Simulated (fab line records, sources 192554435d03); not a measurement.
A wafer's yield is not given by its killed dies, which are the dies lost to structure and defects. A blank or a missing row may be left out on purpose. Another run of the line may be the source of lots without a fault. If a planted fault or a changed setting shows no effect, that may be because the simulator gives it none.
One fault through the eyes of 3 desks + flow n5-finfet + only its own numbers are on each desk; what lay behind them is given at the end

FOR THE TOOL OWNER'S DESK: rie-si-06
The tool's own readings at N5_FIN_SAQP_ETCH_64 (etches SiO2 in CF4, target depth 1.5 nm): means of the sampled wafers that have a number, for each lot that ran on this tool. The brackets show how far a lot's mean lies from the usual mean; more than 4 standard deviations puts the lot out of limits, marked OUT.
Columns: A = chamber-pressure-mTorr at N5_FIN_SAQP_ETCH_64, usual 10.001 mTorr; B = drypump-motor-current-A at N5_FIN_SAQP_ETCH_64, usual 5.8 A; C = oes-product-au at N5_FIN_SAQP_ETCH_64, usual 1.000 a.u.; D = throttle-valve-pct at N5_FIN_SAQP_ETCH_64, usual 21.74 %
| lot  | first seen here | A      | B   | C     | D     |
|------|-----------------|--------|-----|-------|-------|
| L227 | day 3 14:40     | 10.003 | 5.7 | 0.992 | 21.64 |
| L229 | day 4 03:10     | 10.006 | 6.2 | 0.986 | 21.71 |
| L231 | day 4 14:43     | 9.997  | 5.8 | 0.995 | 21.76 |
| L232 | day 4 20:51     | 10.004 | 5.5 | 0.998 | 21.83 |
Finding of this desk: none of the 4 lots has anything out of limits.

THE DEFECT DESK
Inspection counts along the route, by lot: the mean over sampled wafers that carry a number. The brackets show how far a lot's mean lies from the usual mean; more than 4 standard deviations puts the lot out of limits, marked OUT.
Columns: A = raw-defect-count at N5_FIN_SAQP_INSPECT_40, usual 223; B = raw-defect-count at N5_FIN_CUT_INSPECT_10, usual 42; C = raw-defect-count at N5_FIN_CUT_INSPECT_17, usual 228
| lot  | first seen here | A   | B             | C   |
|------|-----------------|-----|---------------|-----|
| L227 | day 3 15:03     | 174 | 41            | 195 |
| L229 | day 4 03:26     | 198 | 36            | 202 |
| L231 | day 4 14:59     | 410 | 250 (+19) OUT | 413 |
| L232 | day 4 21:07     | 460 | 249 (+19) OUT | 473 |
| L242 | day 7 08:48     | 170 | 40            | 169 |
| L243 | day 7 14:25     | 189 | 35            | 178 |
| L244 | day 7 20:16     | 148 | 37            | 159 |
This desk's verdict: out of limits on L231, L232, starting with L231 at day 4 15:22 (raw-defect-count at N5_FIN_CUT_INSPECT_10). L227, L229, L242, L243, L244: within limits.

FROM THE METROLOGY DESK
What the gauges read, lot by lot, whatever tool the lot ran on: means of the sampled wafers that have a number. The brackets show how far a lot's mean lies from the usual mean; more than 4 standard deviations puts the lot out of limits, marked OUT. Only the readings that lie furthest out on some lot appear, 7 of the 10 it has.
Columns: A = DIBL_N at N5_BEOL_M4_RC_MEAS_101, usual 36.3 mV/V; B = IOFF_P at N5_BEOL_M4_RC_MEAS_101, usual 0.211 nA/um; C = ION_N at N5_BEOL_M4_RC_MEAS_101, usual 676 uA/um; D = ION_P at N5_BEOL_M4_RC_MEAS_101, usual 463 uA/um; E = SS_N at N5_BEOL_M4_RC_MEAS_101, usual 71.4 mV/dec; F = SS_P at N5_BEOL_M4_RC_MEAS_101, usual 73.3 mV/dec; G = VT_N at N5_BEOL_M4_RC_MEAS_101, usual 249.3 mV
| lot  | first seen here | A    | B     | C   | D   | E    | F    | G     |
|------|-----------------|------|-------|-----|-----|------|------|-------|
| L227 | day 9 13:05     | 38.2 | 0.221 | 672 | 466 | 71.6 | 73.4 | 251.9 |
| L229 | day 10 01:46    | 35.5 | 0.214 | 679 | 462 | 70.7 | 73.3 | 249.2 |
| L232 | day 10 22:40    | 35.1 | 0.214 | 668 | 463 | 71.6 | 73.7 | 250.8 |
| L231 | day 11 04:47    | 35.9 | 0.191 | 674 | 461 | 71.1 | 73.0 | 250.2 |
| L242 | day 13 12:47    | 35.1 | 0.212 | 670 | 464 | 70.9 | 73.3 | 250.4 |
| L243 | day 13 20:19    | 36.7 | 0.235 | 683 | 469 | 71.9 | 73.9 | 248.8 |
| L244 | day 14 01:29    | 36.3 | 0.210 | 669 | 459 | 71.4 | 73.8 | 251.5 |
Finding of this desk: none of the 7 lots has anything out of limits.

TAKEN TOGETHER
The defect desk could have raised an alarm at day 4 15:22, on L231, L232.
The desk of the tool owner found nothing out of limits.
The metrology desk saw nothing out of limits.
The tool owner's desk has L231, L232 on record, within its limits.
The metrology desk has L231, L232 on record, within its limits.
Every lot named ran N5_FIN_SAQP_ETCH_64 on rie-si-06.

WHAT HAD BEEN PUT IN BY THE SIMULATOR
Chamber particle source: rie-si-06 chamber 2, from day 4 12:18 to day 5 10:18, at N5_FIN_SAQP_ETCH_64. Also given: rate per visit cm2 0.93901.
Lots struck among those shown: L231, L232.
Hours from the fault's start to each desk's first reading out of limits: the defect desk, 3.
